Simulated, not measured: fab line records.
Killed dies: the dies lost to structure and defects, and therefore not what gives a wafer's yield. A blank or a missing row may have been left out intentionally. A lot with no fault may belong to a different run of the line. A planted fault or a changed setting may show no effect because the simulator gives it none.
fab line records	flow n5_finfet
[record] lots = 7	wafers = 39
route steps=1938 shown FIN_SAQP@98 FIN_CUT@176 HKMG_FIN@386 MOL_CONTACT_COAG@544 BEOL_M0_SAQP@637 BEOL_M1@754 BEOL_M4@1021
start_h: the number of hours between the record's first day and the start of the first shown wafer of the lot	wait_h: hours from the lot's prior step to this one	" unchanged from the row above	L1.1+2: a single row standing in for several wafers	- no value present, or no start provided	* or withheld: withheld	< > ~ a bound
route shown NAME@n: names a module that has steps shown in the file, with the first one's number in the route	usual: mean/standard deviation taken from wafers without a fault	same: alike in all rows	chamber/n: place in a boat	sites: each site's reading	_std_site: standard deviation of those values	_edge_site: outer sites' mean less inner sites'	radius_mm: for every site, how far away it sits from the centre of the wafer	mask NAME#n: copy n	behind: the last tool/chamber to shape the wafer	hold: cause of the lot's hold/its duration in hours/its outcome	device: the n, p or np transistor that did not switch	end of line: the route-end tests of the same wafers	where a step has no rows: the recipe by itself	killed: dies lost to structure and defects at the first sort, not the wafer's yield	map: dies across one wafer; x = killed, . = not, _ = none there
set.NAME: the setting as run; set.NAME@STEP: as run at that earlier step	model.NAME: the simulator's own value behind a step, which no gauge read
lots with deliberately changed settings; one table per step, one row per wafer
[[steps]]
[step N5_FIN_SAQP_PECVD_47]
[recipe] material = a-Si	target_thk_a = 450	temp_c = 400	precursor = SiH4/He	pressure_torr = 3	rf_w = 100	time_s = 36.3
lot.wafer	tool	chamber	start_h	wait_h	set.time_s	model.a-Si_of_FIN_SAQP_PECVD_47.thk_nm
L076.1	pecvd-03	0	34.29	0.0	36.3	44.98
L076.2	"	2	"	"	36.3	45.25
L076.3	"	1	"	"	36.3	45.67
L076.4	"	0	"	"	36.3	46
L076.5	"	2	"	"	36.3	45.91
L076.6	"	1	"	"	36.3	46.36
L079.1	pecvd-01	0	51.83	0.0	50.38	61.77
L079.2	"	1	"	"	50.38	61.4
L079.3	"	0	"	"	36.3	45.32
L079.4	"	1	"	"	36.3	44.83
L079.5	"	1	"	"	50.38	62.95
L079.6	"	0	"	"	36.3	45.27
L083.1	pecvd-01	0	76.63	0.0	36.3	44.12
L083.3	"	2	"	"	36.3	44.26
L083.4	"	2	"	"	36.3	44.94
L084.1	pecvd-04	1	83.73	0.0	36.3	45.46
L084.2	"	2	"	"	21.69	26.54
L084.3	"	0	"	"	21.69	26.92
L084.4	"	1	"	"	21.69	27.56
L084.5	"	2	"	"	36.3	45.76
L084.6	"	0	"	"	36.3	45.84
L085.1	pecvd-01	0	86.43	0.0	36.3	43.99
L085.2	"	2	"	"	36.3	44.23
L085.3	"	0	"	"	36.3	45.27
L085.4	"	2	"	"	36.3	45.23
L085.5	"	2	"	"	36.3	44.61
L085.6	"	0	"	"	36.3	44.8
L086.1	pecvd-03	0	93.60	0.0	42.17	52.14
L086.2	"	2	"	"	36.3	44.21
L086.3	"	1	"	"	36.3	45.13
L086.4	"	2	"	"	42.17	52.9
L086.5	"	0	"	"	42.17	52.97
L086.6	"	1	"	"	36.3	45.74
L089.1	pecvd-03	2	111.77	0.0	36.3	44.01
L089.2	"	0	"	"	36.3	44.26
L089.3	"	1	"	"	36.3	44.34
L089.4	"	2	"	"	53.63	67.04
L089.5	"	0	"	"	53.63	67.22
L089.6	"	1	"	"	53.63	66.94
[step N5_FIN_SAQP_PECVD_48]
[recipe] material = SiNx	target_thk_a = 250	temp_c = 400	precursor = SiH4/NH3/N2	pressure_torr = 1.5	rf_w = 300	time_s = 22.1
[step N5_FIN_SAQP_PECVD_06]
[recipe] material = a-Si	target_thk_a = 600	temp_c = 400	precursor = SiH4/He	pressure_torr = 3	rf_w = 100	time_s = 48.1
[step N5_FIN_SAQP_ETCH_57]
[recipe] chemistry = CH3F/O2	target = SiNx	mask_material = SiO2	target_depth_a = 325	time_s = 46.4	pressure_mtorr = 30	source_w = 395	bias_w = 73	Ar_flow_sccm = 150	CH3F_flow_sccm = 30	O2_flow_sccm = 20	ion_energy_ev = 120	ends = cleared
[step N5_FIN_SAQP_ETCH_65]
[recipe] chemistry = CF4	target = SiO2	target_depth_a = 40	ion_energy_ev = 350	time_s = 4.4	pressure_mtorr = 10	icp_w = 800	bias_w = 400	cf4_flow_sccm = 80
[step N5_FIN_SAQP_MANDREL_ETCH_58]
[recipe] chemistry = HBr/Cl2	target = a-Si	target_depth_a = 450	bt_time_s = 10	stop_on = SiNx	mask_material = SiO2	over_etch_frac = 0.8	time_s = 27	pressure_mtorr = 10	icp_w = 800	bias_w = 75	HBr_flow_sccm = 150	Cl2_flow_sccm = 80	ends = end_point
[usual] oes_product_au = 0.690/0.012
lot.wafer	tool	chamber	start_h	wait_h	set.time_s@FIN_SAQP_PECVD_47	oes_product_au	model.etch.depth_nm
L076.1	rie_si-02	2	37.26	0.0	36.3	0.679	44.98
L076.2	"	0	"	"	36.3	0.699	45.25
L076.3	"	3	"	"	36.3	0.684	45.67
L076.4	"	1	"	"	36.3	0.700	46
L076.5	"	1	"	"	36.3	0.702	45.91
L076.6	"	0	"	"	36.3	0.716	46.36
L079.1	rie_si-02	2	55.67	0.0	50.38	0.822	61.77
L079.2	"	3	"	"	50.38	0.825	61.4
L079.3	"	0	"	"	36.3	0.698	45.32
L079.4	"	1	"	"	36.3	0.694	44.83
L079.5	"	0	"	"	50.38	0.851	62.95
L079.6	"	1	"	"	36.3	0.694	45.27
L083.1	rie_si-05	3	80.02	0.0	36.3	0.673	44.12
L083.3	"	0	"	"	36.3	0.663	44.26
L083.4	"	1	"	"	36.3	0.681	44.94
L084.1	rie_si-05	1	87.31	0.0	36.3	0.687	45.46
L084.2	"	3	"	"	21.69	0.533	26.54
L084.3	"	0	"	"	21.69	0.528	26.92
L084.4	"	2	"	"	21.69	0.549	27.56
L084.5	"	2	"	"	36.3	0.714	45.76
L084.6	"	3	"	"	36.3	0.676	45.84
L085.1	rie_si-02	2	89.45	0.0	36.3	0.678	43.99
L085.2	"	1	"	"	36.3	0.677	44.23
L085.3	"	0	"	"	36.3	0.698	45.27
L085.4	"	3	"	"	36.3	0.690	45.23
L085.5	"	2	"	"	36.3	0.681	44.61
L085.6	"	1	"	"	36.3	0.691	44.8
L086.1	rie_si-05	2	98.50	0.0	42.17	0.758	52.14
L086.2	"	3	"	"	36.3	0.674	44.21
L086.3	"	1	"	"	36.3	0.683	45.13
L086.4	"	0	"	"	42.17	0.745	52.9
L086.5	"	0	"	"	42.17	0.743	52.97
L086.6	"	1	"	"	36.3	0.691	45.74
L089.1	rie_si-05	1	115.47	0.0	36.3	0.676	44.01
L089.2	"	2	"	"	36.3	0.698	44.26
L089.3	"	0	"	"	36.3	0.674	44.34
L089.4	"	3	"	"	53.63	0.851	67.04
L089.5	"	0	"	"	53.63	0.852	67.22
L089.6	"	3	"	"	53.63	0.859	66.94
[step N5_FIN_CUT_CUT_ETCH_15]
[recipe] chemistry = HBr/Cl2/O2	target = Si	target_depth_a = 1000	bt_time_s = 10	mask_material = SOC	time_s = 42.4	ion_energy_ev = *	bias_w = *	pressure_mtorr = 10	icp_w = 800	HBr_flow_sccm = 150	Cl2_flow_sccm = 80	O2_flow_sccm = 12
lot.wafer	tool	chamber	start_h	wait_h	set.time_s	model.FIN_CUT.feature_depth_nm	model.etch.depth_nm	model.SOC_of_FIN_CUT_COAT_18.thk_nm
L076.1	rie_si-03	2	42.47	0.2	24.71	57.8	57.89	186.8
L076.2	"	0	"	"	42.4	99.2	99.17	170.8
L076.3	"	3	"	"	24.71	58.2	58.19	186.2
L076.4	"	1	"	"	24.71	58.2	58.25	186.2
L076.5	"	0	"	"	42.4	98.2	98.28	171.2
L076.6	"	1	"	"	42.4	100	100	170.4
L079.1	rie_si-03	2	62.15	0.1	54.58	126.8	126.9	159.8
L079.2	"	3	"	"	54.58	128.2	128.3	159.8
L079.3	"	1	"	"	42.4	99.6	99.63	170.2
L079.4	"	0	"	"	42.4	97.8	97.76	170.4
L079.5	"	1	"	"	42.4	98.8	98.84	170.2
L079.6	"	0	"	"	54.58	125.4	125.5	160.8
L083.1	rie_si-06	2	83.57	0.1	42.4	99.4	99.36	169.8
L083.3	"	0	"	"	42.4	98.4	98.39	170.4
L083.4	"	3	"	"	42.4	98.2	98.14	171
L084.1	rie_si-04	0	91.27	0.1	42.4	99.2	99.24	170.4
L084.2	"	1	"	"	59.42	139.4	139.3	154.6
L084.3	"	3	"	"	59.42	138.6	138.7	155.2
L084.4	"	2	"	"	42.4	99.6	99.57	170.8
L084.5	"	3	"	"	42.4	98.8	98.76	170.4
L084.6	"	0	"	"	59.42	138.6	138.5	155.2
L085.1	rie_si-06	1	93.45	0.1	42.4	98.2	98.29	170
L085.2	"	2	"	"	42.4	101.4	101.4	169.6
L085.3	"	3	"	"	42.4	99.6	99.62	170.6
L085.4	"	0	"	"	42.4	100.2	100.2	170.2
L085.5	"	1	"	"	42.4	98.8	98.74	170.6
L085.6	"	0	"	"	42.4	99.2	99.23	169.8
L086.1	rie_si-03	1	101.68	0.1	17.05	40.2	40.13	194
L086.2	"	3	"	"	42.4	99.8	99.83	170.6
L086.3	"	2	"	"	17.05	40.2	40.16	193.4
L086.4	"	0	"	"	17.05	39.8	39.83	193
L086.5	"	0	"	"	42.4	99.2	99.18	172
L086.6	"	1	"	"	42.4	100.6	100.6	171
L089.1	rie_si-03	2	118.93	0.1	23.12	54.2	54.2	187.6
L089.2	"	0	"	"	42.4	98.2	98.12	171
L089.3	"	1	"	"	42.4	99.4	99.47	171.4
L089.4	"	3	"	"	23.12	54.8	54.83	187.4
L089.5	"	1	"	"	42.4	99	99.01	171.6
L089.6	"	2	"	"	23.12	54.6	54.51	187.4
[step N5_HKMG_FIN_HK_ALD_01]
[recipe] material = HfO2	target_thk_a = 16	temp_c = withheld	ald_precursor_family = HfCl4	ald_co_reactant = H2O	pulse_time_s = 3	purge_time_s = 3	co_reactant_purge_time_s = 2.5	co_reactant_pulse_time_s = 0.3	ald_cycles = 30
lot.wafer	tool	chamber	start_h	wait_h	set.ald_cycles	model.HfO2_of_HKMG_FIN_HK_ALD_01.thk_nm
L076.1+2	ald_hk-03	3,1	84.17	0.0	43	2.4
L076.3	"	0	"	"	43	2.2
L076.4+5+6	"	2,2,3	"	"	30	1.6
L079.1+2+3+4+5+6	ald_hk-01	1,0,3,2,2,1	108.58	0.1	30	1.6
L083.1+3+4	ald_hk-03	1,0,2	128.12	0.0	30	1.6
L084.1+3+4	ald_hk-03	3,0,2	133.94	0.0	48	2.6
L084.2+5+6	"	1,2,3	"	"	30	1.6
L085.1+3+4	ald_hk-03	0,1,2	140.47	0.0	30	1.6
L085.2+5+6	"	3,2,1	"	"	12	0.6
L086.1+2+3+4+5+6	ald_hk-03	0,1,2,3,0,3	143.09	0.0	30	1.6
L089.1+2+3+4+5+6	ald_hk-01	0,2,3,1,3,0	162.76	0.0	30	1.6
[step N5_HKMG_FIN_HK_ANNEAL_02]
[recipe] temp_c = 700	time_s = 30	ambient = N2	idle_temp_c = 600	ramp_up_c_per_s = 150	ramp_down_c_per_s = 60	cool_to_c = 600
[step N5_HKMG_FIN_ALD_74]
[recipe] material = La2O3	target_thk_a = 5	temp_c = 250	ald_precursor_family = La-Cp	ald_co_reactant = O3	pulse_time_s = 6	co_reactant_pulse_time_s = 1	purge_time_s = 3	co_reactant_purge_time_s = 3
[step N5_HKMG_FIN_WET_ETCH_82]
[recipe] chemistry = dHCl	mix = 1:10000	temp_c = 25	target = La2O3	stop_on = HfO2	target_depth_nm = 2	dry = ipa_marangoni	rinse_time_s = 30	rinse_temp_c = 23
[step N5_HKMG_FIN_ALD_36]
[recipe] material = TiN	target_thk_a = 10	temp_c = 400	ald_precursor_family = TiCl4	ald_co_reactant = NH3	pulse_time_s = 1	purge_time_s = 3	co_reactant_purge_time_s = 2	co_reactant_pulse_time_s = 2	ald_cycles = 47	pressure_torr = 3
[step N5_HKMG_FIN_THK_MEAS_70]
[recipe] thk_meas_gauge = xrf	reads = HfO2_of_HKMG_FIN_HK_ALD_01
[usual] HK_THK = 1.583/0.017
lot.wafer	tool	chamber	start_h	wait_h	set.ald_cycles@HKMG_FIN_HK_ALD_01	HK_THK[nm]
L076.1	film_metro-01	-	87.78	0.2	43	2.243
L076.2	"	-	"	"	43	2.296
L076.3	"	-	"	"	43	2.263
L076.4	"	-	"	"	30	1.572
L076.5	"	-	"	"	30	1.586
L076.6	"	-	"	"	30	1.577
L079.1	film_metro-02	-	112.12	0.2	30	1.604
L079.2	"	-	"	"	30	1.616
L079.3	"	-	"	"	30	1.591
L079.4	"	-	"	"	30	1.576
L079.5	"	-	"	"	30	1.593
L079.6	"	-	"	"	30	1.591
L083.1	film_metro-01	-	131.87	0.2	30	1.576
L083.3	"	-	"	"	30	1.567
L083.4	"	-	"	"	30	1.593
L084.1	film_metro-01	-	137.40	0.2	48	2.513
L084.2	"	-	"	"	30	1.582
L084.3	"	-	"	"	48	2.518
L084.4	"	-	"	"	48	2.540
L084.5	"	-	"	"	30	1.572
L084.6	"	-	"	"	30	1.573
L085.1	film_metro-02	-	144.12	0.2	30	1.550
L085.2	"	-	"	"	12	0.647
L085.3	"	-	"	"	30	1.558
L085.4	"	-	"	"	30	1.573
L085.5	"	-	"	"	12	0.625
L085.6	"	-	"	"	12	0.633
L086.1	film_metro-02	-	146.51	0.2	30	1.585
L086.2	"	-	"	"	30	1.531
L086.3	"	-	"	"	30	1.628
L086.4	"	-	"	"	30	1.596
L086.5	"	-	"	"	30	1.594
L086.6	"	-	"	"	30	1.553
L089.1	film_metro-01	-	166.36	0.2	30	1.585
L089.2	"	-	"	"	30	1.574
L089.3	"	-	"	"	30	1.581
L089.4	"	-	"	"	30	1.586
L089.5	"	-	"	"	30	1.583
L089.6	"	-	"	"	30	1.582
[step N5_MOL_CONTACT_COAG_ALD_20]
[recipe] material = TiN	target_thk_a = 15	temp_c = 400	ald_precursor_family = TiCl4	ald_co_reactant = NH3	pulse_time_s = 1	purge_time_s = 3	co_reactant_purge_time_s = 2	co_reactant_pulse_time_s = 2	ald_cycles = 68	pressure_torr = 3
lot.wafer	tool	chamber	start_h	wait_h	set.ald_cycles	model.TiN_of_MOL_CONTACT_COAG_ALD_20.thk_nm
L076.1+2+3+4+6	ald_metal-01	0,3,2,1,3	103.69	0.1	68	1.4
L076.5	"	2	"	"	68	1.6
L079.1+4+5	ald_metal-02	1	126.27	0.1	34	0.8
L079.2+3+6	"	0	"	"	68	1.6
L083.1+3+4	ald_metal-02	3,3,0	148.24	0.1	68	1.6
L084.1+2+5	ald_metal-02	3,0,3	151.95	0.1	107	2.4
L084.3	"	0	"	"	68	1.4
L084.4+6	"	3,0	"	"	68	1.6
L085.1+2+6	ald_metal-02	0,3,0	159.12	0.1	68	1.4
L085.3+4+5	"	0,3,3	"	"	40	0.8
L086.1+2+4	ald_metal-01	3,1,0	161.20	0.1	68	1.4
L086.3+5+6	"	2,1,0	"	"	36	0.8
L089.1+2+4	ald_metal-04	3,2,0	181.47	0.1	29	0.6
L089.3+6	"	1,3	"	"	68	1.4
L089.5	"	2	"	"	68	1.6
[step N5_BEOL_M0_SAQP_PECVD_97]
[recipe] material = SiNx	target_thk_a = 230	temp_c = 350	precursor = SiH4/NH3/N2	pressure_torr = 1.5	rf_w = 300	time_s = 19.9
lot.wafer	tool	chamber	start_h	wait_h	set.time_s	model.SiNx_of_BEOL_M0_SAQP_PECVD_97.thk_nm
L076.1	pecvd-01	1	122.60	0.0	25.06	28.6
L076.2+3	"	0,2	"	"	19.9	22.6
L076.4	"	1	"	"	19.9	23.2
L076.5	"	2	"	"	25.06	29
L076.6	"	0	"	"	25.06	28.8
L079.1	pecvd-04	0	142.51	0.0	10.41	12
L079.2	"	2	"	"	19.9	23
L079.3	"	1	"	"	19.9	22.8
L079.4	"	0	"	"	19.9	23.4
L079.5+6	"	2,1	"	"	10.41	12.2
L083.1	pecvd-04	1	162.23	0.0	19.9	22.8
L083.3	"	2	"	"	19.9	23
L083.4	"	1	"	"	19.9	23.4
L084.1+3	pecvd-01	0,2	170.08	0.0	15.38	17.8
L084.2	"	1	"	"	19.9	22.6
L084.4	"	1	"	"	19.9	23
L084.5	"	2	"	"	15.38	18
L084.6	"	0	"	"	19.9	23.2
L085.1+2	pecvd-04	1,2	176.88	0.0	19.9	22.6
L085.3	"	0	"	"	12.34	13.8
L085.4	"	0	"	"	19.9	22.8
L085.5	"	1	"	"	12.34	14.4
L085.6	"	2	"	"	12.34	14.2
L086.1+3	pecvd-01	0,2	180.58	0.0	26.71	30.8
L086.2	"	1	"	"	26.71	31
L086.4+6	"	0,1	"	"	19.9	23.6
L086.5	"	2	"	"	19.9	23.2
L089.1	pecvd-02	2	199.82	0.0	19.9	22.8
L089.2+3	"	1,0	"	"	30.07	34.6
L089.4	"	0	"	"	30.07	34.8
L089.5	"	1	"	"	19.9	23
L089.6	"	2	"	"	19.9	23.2
[step N5_BEOL_M1_HM_DEP_02]
[recipe] material = TiN	target_thk_a = 200	temp_c = 25	chamber_pressure_pa = 0.49996
lot.wafer	tool	chamber	start_h	wait_h	set.target_thk_a	model.TiN_of_BEOL_M1_HM_DEP_02.thk_nm
L076.1+2+3+4+5+6	pvd_sputter-01	-	136.29	1.7	200	19.8
L079.1+2+3+4+6	pvd_sputter-03	-	157.78	0.7	200	19.8
L079.5	"	-	"	"	200	20
L083.1+3+4	pvd_sputter-02	-	176.32	1.9	200	20.4
L084.1+4	pvd_sputter-03	-	186.86	3.1	132	13.2
L084.2	"	-	"	"	200	20.2
L084.3+5	"	-	"	"	200	20
L084.6	"	-	"	"	132	13.4
L085.1+3	pvd_sputter-03	-	192.57	0.2	139.5	14.4
L085.2	"	-	"	"	139.5	14.2
L085.4+5	"	-	"	"	200	20.4
L085.6	"	-	"	"	200	20.2
L086.1	pvd_sputter-03	-	202.26	1.8	289.3	29
L086.2+5	"	-	"	"	289.3	28.8
L086.3+4	"	-	"	"	200	19.8
L086.6	"	-	"	"	200	20
L089.1+3	pvd_sputter-02	-	211.52	0.7	153.2	15.4
L089.2	"	-	"	"	200	20.4
L089.4	"	-	"	"	153.2	15.6
L089.5+6	"	-	"	"	200	20.2
[step N5_BEOL_M1_COAT_61]
[recipe] resist = SOC	temp_c = 250	time_s = 60	spin_rpm = 1500	resist_thk_nm = 60
[step N5_BEOL_M1_COAT_62]
[recipe] resist = SiARC	temp_c = 220	time_s = 60	spin_rpm = 1500	resist_thk_nm = 12
[step N5_BEOL_M1_STRIP_75]
[recipe] chemistry = N2/H2	temp_c = 40	n2_flow_sccm = 200	h2_flow_sccm = 200	rf_frequency_hz = 6e+07
[step N5_BEOL_M1_STRIP_66]
[recipe] chemistry = CF4	resist = SiARC	power_w = 300	bias_power_w = 75	pressure_mtorr = 50	cf4_flow_sccm = 150	rf_frequency_hz = 6e+07
[step N5_BEOL_M1_HM_OPEN_17]
[recipe] chemistry = Cl2/BCl3	target_depth_a = 200	overetch_a = 60	target = TiN	mask_material = SOC	ion_energy_ev = 150	pressure_mtorr = 10	icp_w = 1000	bias_w = 126	Cl2_flow_sccm = 53.25	bcl3_flow_sccm = 21.75	Ar_flow_sccm = 25
lot.wafer	tool	chamber	start_h	wait_h	set.target_thk_a@BEOL_M1_HM_DEP_02	model.etch.depth_nm
L076.1+2	rie_metal-01	0,1	137.07	0.0	200	19.81
L076.3	"	0	"	"	200	19.7
L076.4	"	1	"	"	200	19.72
L076.5	"	1	"	"	200	19.82
L076.6	"	0	"	"	200	19.75
L079.1+2	rie_metal-03	0,1	158.78	0.0	200	19.82
L079.3	"	1	"	"	200	19.77
L079.4+6	"	0,1	"	"	200	19.85
L079.5	"	0	"	"	200	20.02
L083.1+3	rie_metal-02	0,1	177.10	0.0	200	20.33
L083.4	"	0	"	"	200	20.37
L084.1	rie_metal-01	0	187.62	0.0	132	13.2
L084.2	"	1	"	"	200	20.13
L084.3+5	"	0,1	"	"	200	19.96
L084.4	"	1	"	"	132	13.12
L084.6	"	0	"	"	132	13.39
L085.1	rie_metal-01	0	193.33	0.0	139.5	14.3
L085.2	"	1	"	"	139.5	14.19
L085.3	"	0	"	"	139.5	14.44
L085.4	"	1	"	"	200	20.31
L085.5	"	1	"	"	200	20.47
L085.6	"	0	"	"	200	20.3
L086.1	rie_metal-03	1	203.02	0.0	289.3	26.26
L086.2	"	0	"	"	289.3	25.46
L086.3	"	1	"	"	200	19.83
L086.4	"	0	"	"	200	19.86
L086.5	"	0	"	"	289.3	25.53
L086.6	"	1	"	"	200	20.1
L089.1	rie_metal-01	0	212.52	0.0	153.2	15.45
L089.2	"	1	"	"	200	20.37
L089.3	"	1	"	"	153.2	15.49
L089.4	"	0	"	"	153.2	15.52
L089.5+6	"	0,1	"	"	200	20.19
[step N5_BEOL_M4_ILD_DEP_00]
[recipe] material = SiOC	target_thk_a = 790	temp_c = 350	precursor = DEMS/O2	pressure_torr = 5	rf_w = 500	time_s = 15.3
lot.wafer	tool	chamber	start_h	wait_h	set.target_thk_a	model.SiOC_of_BEOL_M4_ILD_DEP_00.thk_nm
L076.1	pecvd-04	1	170.26	0.0	978.9	96.6
L076.2	"	0	"	"	790	79
L076.3	"	2	"	"	978.9	97.4
L076.4	"	1	"	"	790	79.2
L076.5	"	0	"	"	978.9	99.4
L076.6	"	2	"	"	790	79.8
L079.1	pecvd-02	2	214.69	0.0	790	78.6
L079.2	"	1	"	"	790	79.4
L079.3	"	0	"	"	790	79.6
L079.4+6	"	2,1	"	"	790	80.4
L079.5	"	0	"	"	790	79.2
L083.1+3	pecvd-03	1,2	221.82	0.0	790	78.6
L083.4	"	1	"	"	790	79.2
L084.1	pecvd-02	2	233.33	0.0	790	78
L084.2	"	0	"	"	790	79.4
L084.3	"	1	"	"	790	79.6
L084.4+5	"	1,0	"	"	790	80.2
L084.6	"	2	"	"	790	80
L085.1	pecvd-03	1	237.52	0.0	790	78.4
L085.2	"	2	"	"	790	79
L085.3	"	0	"	"	586.2	57.8
L085.4	"	2	"	"	586.2	60.6
L085.5	"	0	"	"	790	80
L085.6	"	1	"	"	586.2	59
L086.1	pecvd-04	1	244.68	0.0	790	76.8
L086.2	"	2	"	"	790	77.2
L086.3	"	0	"	"	790	78
L086.4+5	"	2,1	"	"	790	78.6
L086.6	"	0	"	"	790	78.8
L089.1	pecvd-04	1	268.75	0.0	790	77.8
L089.2	"	2	"	"	790	78.4
L089.3	"	2	"	"	547.9	55.2
L089.4	"	1	"	"	547.9	54.2
L089.5	"	1	"	"	547.9	54.4
L089.6	"	2	"	"	790	79
[step N5_BEOL_M4_THK_MEAS_01]
[recipe] reads = SiOC_of_BEOL_M4_ILD_DEP_00
[usual] M4_ILD_THK = 79.0/1
lot.wafer	tool	chamber	start_h	wait_h	set.target_thk_a@BEOL_M4_ILD_DEP_00	M4_ILD_THK[nm]
L076.1	film_metro-02	-	170.33	0.0	978.9	96.5
L076.2	"	-	"	"	790	78.9
L076.3	"	-	"	"	978.9	97.4
L076.4	"	-	"	"	790	79.3
L076.5	"	-	"	"	978.9	99.3
L076.6	"	-	"	"	790	79.8
L079.1	film_metro-01	-	214.76	0.0	790	78.6
L079.2	"	-	"	"	790	79.4
L079.3	"	-	"	"	790	79.5
L079.4	"	-	"	"	790	80.5
L079.5	"	-	"	"	790	79.2
L079.6	"	-	"	"	790	80.3
L083.1	film_metro-02	-	221.88	0.0	790	78.7
L083.3	"	-	"	"	790	78.5
L083.4	"	-	"	"	790	79.1
L084.1	film_metro-02	-	233.39	0.0	790	78.0
L084.2	"	-	"	"	790	79.5
L084.3	"	-	"	"	790	79.6
L084.4	"	-	"	"	790	80.2
L084.5	"	-	"	"	790	80.3
L084.6	"	-	"	"	790	80.0
L085.1	film_metro-02	-	237.59	0.0	790	78.5
L085.2	"	-	"	"	790	79.0
L085.3	"	-	"	"	586.2	57.9
L085.4	"	-	"	"	586.2	60.6
L085.5	"	-	"	"	790	80.0
L085.6	"	-	"	"	586.2	59.0
L086.1	film_metro-02	-	244.75	0.0	790	76.8
L086.2	"	-	"	"	790	77.3
L086.3	"	-	"	"	790	78.0
L086.4	"	-	"	"	790	78.6
L086.5	"	-	"	"	790	78.6
L086.6	"	-	"	"	790	78.7
L089.1	film_metro-01	-	268.84	0.1	790	77.8
L089.2	"	-	"	"	790	78.3
L089.3	"	-	"	"	547.9	55.2
L089.4	"	-	"	"	547.9	54.1
L089.5	"	-	"	"	547.9	54.4
L089.6	"	-	"	"	790	79.1
[[key]]
[split] step = N5_FIN_SAQP_PECVD_47	setting = time_s	stated = 36.3	by = wafer
[response] step = N5_FIN_SAQP_PECVD_47	reading = model.a-Si_of_FIN_SAQP_PECVD_47.thk_nm	change = +0.463	per = 1%	r = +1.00
[response] step = N5_FIN_SAQP_MANDREL_ETCH_58	reading = oes_product_au	change = +0.00368	per = 1%	r = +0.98
[response] step = N5_FIN_SAQP_MANDREL_ETCH_58	reading = model.etch.depth_nm	change = +0.463	per = 1%	r = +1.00
[split] step = N5_FIN_CUT_CUT_ETCH_15	setting = time_s	stated = 42.4	by = wafer
[response] step = N5_FIN_CUT_CUT_ETCH_15	reading = model.FIN_CUT.feature_depth_nm	change = +0.988	per = 1%	r = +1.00
[response] step = N5_FIN_CUT_CUT_ETCH_15	reading = model.etch.depth_nm	change = +0.988	per = 1%	r = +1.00
[response] step = N5_FIN_CUT_CUT_ETCH_15	reading = model.SOC_of_FIN_CUT_COAT_18.thk_nm	change = -0.37	per = 1%	r = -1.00
[split] step = N5_HKMG_FIN_HK_ALD_01	setting = ald_cycles	stated = 30	by = wafer
[response] step = N5_HKMG_FIN_HK_ALD_01	reading = model.HfO2_of_HKMG_FIN_HK_ALD_01.thk_nm	change = +0.0167	per = 1%	r = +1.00
[response] step = N5_HKMG_FIN_THK_MEAS_70	reading = HK_THK	change = +0.0157	per = 1%	r = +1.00
[split] step = N5_MOL_CONTACT_COAG_ALD_20	setting = ald_cycles	stated = 68	by = wafer
[response] step = N5_MOL_CONTACT_COAG_ALD_20	reading = model.TiN_of_MOL_CONTACT_COAG_ALD_20.thk_nm	change = +0.0148	per = 1%	r = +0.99
[split] step = N5_BEOL_M0_SAQP_PECVD_97	setting = time_s	stated = 19.9	by = wafer
[response] step = N5_BEOL_M0_SAQP_PECVD_97	reading = model.SiNx_of_BEOL_M0_SAQP_PECVD_97.thk_nm	change = +0.226	per = 1%	r = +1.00
[split] step = N5_BEOL_M1_HM_DEP_02	setting = target_thk_a	stated = 200	by = wafer
[response] step = N5_BEOL_M1_HM_DEP_02	reading = model.TiN_of_BEOL_M1_HM_DEP_02.thk_nm	change = +0.201	per = 1%	r = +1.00
[response] step = N5_BEOL_M1_HM_OPEN_17	reading = model.etch.depth_nm	change = +0.17	per = 1%	r = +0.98
[split] step = N5_BEOL_M4_ILD_DEP_00	setting = target_thk_a	stated = 790	by = wafer
[response] step = N5_BEOL_M4_ILD_DEP_00	reading = model.SiOC_of_BEOL_M4_ILD_DEP_00.thk_nm	change = +0.775	per = 1%	r = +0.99
[response] step = N5_BEOL_M4_THK_MEAS_01	reading = M4_ILD_THK	change = +0.775	per = 1%	r = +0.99
